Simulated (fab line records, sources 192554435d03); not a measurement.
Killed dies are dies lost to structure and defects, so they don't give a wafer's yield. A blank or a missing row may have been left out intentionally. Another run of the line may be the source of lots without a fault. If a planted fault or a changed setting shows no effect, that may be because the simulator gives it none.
fab line records    flow n5-finfet
record lots=7  wafers=39
route steps=1938 shown FIN_CUT@173 STI_FIN_REVEAL@190 DUMMY_GATE@243 SPACER0@260 HKMG_FIN@385 GATE_CUT@466 BEOL_M4@1111
start-h: the number of hours between the record's first day and the start of the first shown wafer of the lot    wait-h: how many hours have passed since the lot's step before this one    " unchanged from the row above    L1.1+2: a single row standing in for several wafers    - no value, or no start given    * or withheld: withheld    < > ~ a bound
route shown NAME@n: NAME is a module with steps in the file, n the number in the route of the first one    usual: the fault-free wafers' mean and standard deviation    same: alike in all rows    chamber/n: place in a boat    sites: readings site by site    _std_site: their standard deviation    _edge_site: mean of outer sites minus mean of inner sites    radius-mm: for every site, how far away it sits from the centre of the wafer    mask NAME#n: copy n    behind: tool/chamber where the wafer was last shaped    hold: the reason the lot was held/the length of the hold in hours/how it ended    device: transistor that didn't switch, given as n, p or np    end of line: the tests these same wafers got at the end of their route    a step without rows: its recipe alone    killed: not the wafer's yield, but the dies lost to structure and defects at the first sort    map: per-die view of a wafer (x killed, . not killed, _ where there is no die)
set.NAME: the setting as run; set.NAME@STEP: as run at that earlier step    model.NAME: the simulator's own value behind a step, which no gauge read
lots with deliberately changed settings; one table per step, one row per wafer
## steps
# step N5_FIN_CUT_CUT_ETCH_26
# recipe chemistry=CH3F/O2  target=SiNx  target-depth-a=390  mask-material=SOC  time-s=55.7  pressure-mtorr=30  source-w=395  bias-w=73  Ar_flow_sccm=150  CH3F_flow_sccm=30  O2_flow_sccm=20  ion-energy-ev=120
# step N5_STI_FIN_REVEAL_ETCHBACK_08
# recipe chemistry=C4F6/O2  target=SiO2  target-depth-a=305  time-s=10.167  ion-energy-ev=250  pressure-mtorr=30  source-w=345  bias-w=185  Ar_flow_sccm=300  C4F6_flow_sccm=10  O2_flow_sccm=10
# step N5_DUMMY_GATE_ETCH_31
# recipe chemistry=C4F6/O2  target=SiO2  mask-material=SOC  target-depth-a=825  time-s=27.5  ion-energy-ev=250  pressure-mtorr=30  source-w=345  bias-w=185  Ar_flow_sccm=300  C4F6_flow_sccm=10  O2_flow_sccm=10
# step N5_SPACER0_ALD_08
# recipe material=SiNx  target-thk-a=20  temp-c=400  ald-precursor-family=SiH2I2  ald-co-reactant=N2/H2-plasma  pressure-torr=2
# step N5_HKMG_FIN_IL_REGROW_00
# recipe material=SiO2  target-thk-a=7.5  chemistry=O3  temp-c=withheld  time-s=30
# step N5_HKMG_FIN_ALD_74
# recipe material=La2O3  target-thk-a=5  temp-c=250  ald-precursor-family=La-Cp  ald-co-reactant=O3  pulse-time-s=6  co-reactant-pulse-time-s=1  purge-time-s=3  co-reactant-purge-time-s=3
# step N5_GATE_CUT_ETCH_56
# recipe chemistry=Cl2/Ar  target=TiN  target-depth-a=216  pressure-mtorr=10  icp-w=600  bias-w=60  Cl2_flow_sccm=40  Ar_flow_sccm=60
# step N5_GATE_CUT_HM_DEP_46
# recipe material=SiO2  target-thk-a=1300  temp-c=400  precursor=TEOS/O2  pressure-torr=6.5  rf-w=900  teos-flow-sccm=161.4  gas=O2  flow-sccm=2650  time-s=26.6
# step N5_BEOL_M4_RC_MEAS_101
# usual REXT_N=75.8/1.3  REXT_P=101.6/2
lot.wafer  tool       chamber  start-h  wait-h  set.source-w@FIN_CUT_CUT_ETCH_26  set.target-depth-a@STI_FIN_REVEAL_ETCHBACK_08  set.target-depth-a@DUMMY_GATE_ETCH_31  set.target-thk-a@SPACER0_ALD_08  set.time-s@HKMG_FIN_IL_REGROW_00  set.co-reactant-pulse-time-s@HKMG_FIN_ALD_74  set.icp-w@GATE_CUT_ETCH_56  set.time-s@GATE_CUT_HM_DEP_46  REXT_N[ohm.um]  REXT_P[ohm.um]
L074.1     prober-02  0        175.25   0.0     395                               305                                            825                                    20                               30                                1                                             600                         23.36                          76.9            105.0
L074.2     "          0        "        "       395                               305                                            825                                    23.17                            23.88                             1.145                                         659.9                       26.6                           79.3            108.4
L074.3     "          0        "        "       395                               305                                            825                                    20                               30                                1.145                                         659.9                       23.36                          75.7            104.2
L074.4     "          0        "        "       395                               305                                            825                                    23.17                            30                                1.145                                         600                         26.6                           80.2            109.2
L074.5     "          0        "        "       395                               305                                            825                                    23.17                            23.88                             1                                             600                         23.36                          79.5            109.2
L074.6     "          0        "        "       395                               305                                            825                                    20                               23.88                             1                                             659.9                       26.6                           76.7            104.9
L075.1     prober-01  0        175.36   0.0     421.8                             305                                            825                                    20                               30                                1.074                                         600                         26.6                           74.9            104.9
L075.2     "          0        "        "       395                               305                                            825                                    20                               37.21                             1.074                                         600                         27.93                          75.4            104.5
L075.3     "          0        "        "       421.8                             305                                            825                                    16.86                            30                                1.074                                         600                         27.93                          72.8            99.4
L075.4     "          0        "        "       421.8                             305                                            825                                    20                               37.21                             1                                             600                         27.93                          75.6            105.4
L075.5     "          0        "        "       395                               305                                            825                                    16.86                            37.21                             1                                             600                         26.6                           72.4            100.5
L075.6     "          0        "        "       395                               305                                            825                                    16.86                            30                                1                                             600                         26.6                           72.5            99.1
L076.1     prober-02  0        186.04   0.0     454.4                             305                                            795.2                                  20                               30                                1                                             600                         23.94                          73.3            102.1
L076.2     "          0        "        "       395                               305                                            825                                    20                               27.26                             1                                             705.7                       23.94                          75.5            99.7
L076.3     "          0        "        "       454.4                             305                                            795.2                                  17.95                            27.26                             1                                             705.7                       23.94                          71.7            97.3
L076.4     "          0        "        "       395                               305                                            825                                    17.95                            30                                1                                             705.7                       26.6                           71.5            98.4
L076.5     "          0        "        "       395                               305                                            795.2                                  17.95                            27.26                             1                                             600                         26.6                           72.8            97.9
L076.6     "          0        "        "       454.4                             305                                            825                                    20                               30                                1                                             600                         26.6                           73.8            99.9
L078.1     prober-02  0        200.75   0.0     424.6                             305                                            916.5                                  20                               30                                0.9156                                        600                         26.6                           77.3            101.9
L078.2     "          0        "        "       424.6                             305                                            825                                    20                               30                                1                                             600                         26.6                           78.4            103.5
L078.3     "          0        "        "       395                               305                                            825                                    17.62                            30                                0.9156                                        600                         23.92                          75.3            98.6
L078.4     "          0        "        "       395                               291.1                                          825                                    17.62                            30                                0.9156                                        600                         26.6                           75.6            99.5
L078.5     "          0        "        "       424.6                             291.1                                          916.5                                  17.62                            30                                1                                             600                         23.92                          76.6            99.8
L078.6     "          0        "        "       395                               291.1                                          916.5                                  20                               30                                1                                             600                         23.92                          77.9            103.6
L082.1     prober-01  0        228.01   0.0     395                               305                                            825                                    22.73                            30                                1.106                                         692                         30.33                          76.6            107.3
L082.2     "          0        "        "       395                               348.9                                          771.2                                  20                               30                                1.106                                         600                         26.6                           73.7            100.8
L082.3     "          0        "        "       395                               348.9                                          825                                    20                               23.06                             1                                             600                         30.33                          73.0            101.1
L082.4     "          0        "        "       455                               348.9                                          771.2                                  22.73                            30                                1                                             600                         26.6                           75.9            106.6
L082.5     "          0        "        "       455                               305                                            825                                    20                               23.06                             1.106                                         692                         30.33                          73.7            102.5
L082.6     "          0        "        "       455                               305                                            771.2                                  22.73                            23.06                             1                                             692                         26.6                           77.4            104.3
L085.1     prober-01  0        246.05   0.0     395                               305                                            825                                    20                               30                                1                                             600                         26.6                           74.4            100.4
L085.3     "          0        "        "       395                               305                                            825                                    20                               30                                1                                             600                         26.6                           74.9            98.8
L085.4     "          0        "        "       395                               305                                            825                                    20                               30                                1                                             600                         26.6                           73.8            100.4
L086.1     prober-01  0        250.77   0.0     395                               305                                            825                                    20                               30                                1                                             600                         26.6                           77.0            99.5
L086.2     "          0        "        "       366.5                             322.2                                          825                                    20                               30                                1.108                                         692.3                       26.6                           76.2            101.9
L086.3     "          0        "        "       395                               322.2                                          825                                    20                               30                                1                                             600                         26.6                           74.6            99.9
L086.4     "          0        "        "       366.5                             305                                            825                                    20                               30                                1.108                                         600                         30.05                          75.1            101.5
L086.5     "          0        "        "       366.5                             322.2                                          825                                    20                               30                                1                                             692.3                       30.05                          76.9            101.4
L086.6     "          0        "        "       395                               305                                            825                                    20                               30                                1.108                                         692.3                       30.05                          74.8            99.1
## key
split step=N5_FIN_CUT_CUT_ETCH_26  setting=source-w  stated-as=395
response none clear
split step=N5_STI_FIN_REVEAL_ETCHBACK_08  setting=target-depth-a  stated-as=305
response none clear
split step=N5_DUMMY_GATE_ETCH_31  setting=target-depth-a  stated-as=825
response none clear
split step=N5_SPACER0_ALD_08  setting=target-thk-a  stated-as=20
response step=N5_BEOL_M4_RC_MEAS_101  reading=REXT_P  slope=+0.299  per=1%  together-with=all  explained=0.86
response step=N5_BEOL_M4_RC_MEAS_101  reading=REXT_N  slope=+0.206  per=1%  together-with=all  explained=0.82
split step=N5_HKMG_FIN_IL_REGROW_00  setting=time-s  stated-as=30
response none clear
split step=N5_HKMG_FIN_ALD_74  setting=co-reactant-pulse-time-s  stated-as=1
response none clear
split step=N5_GATE_CUT_ETCH_56  setting=icp-w  stated-as=600
response none clear
split step=N5_GATE_CUT_HM_DEP_46  setting=time-s  stated-as=26.6
response none clear
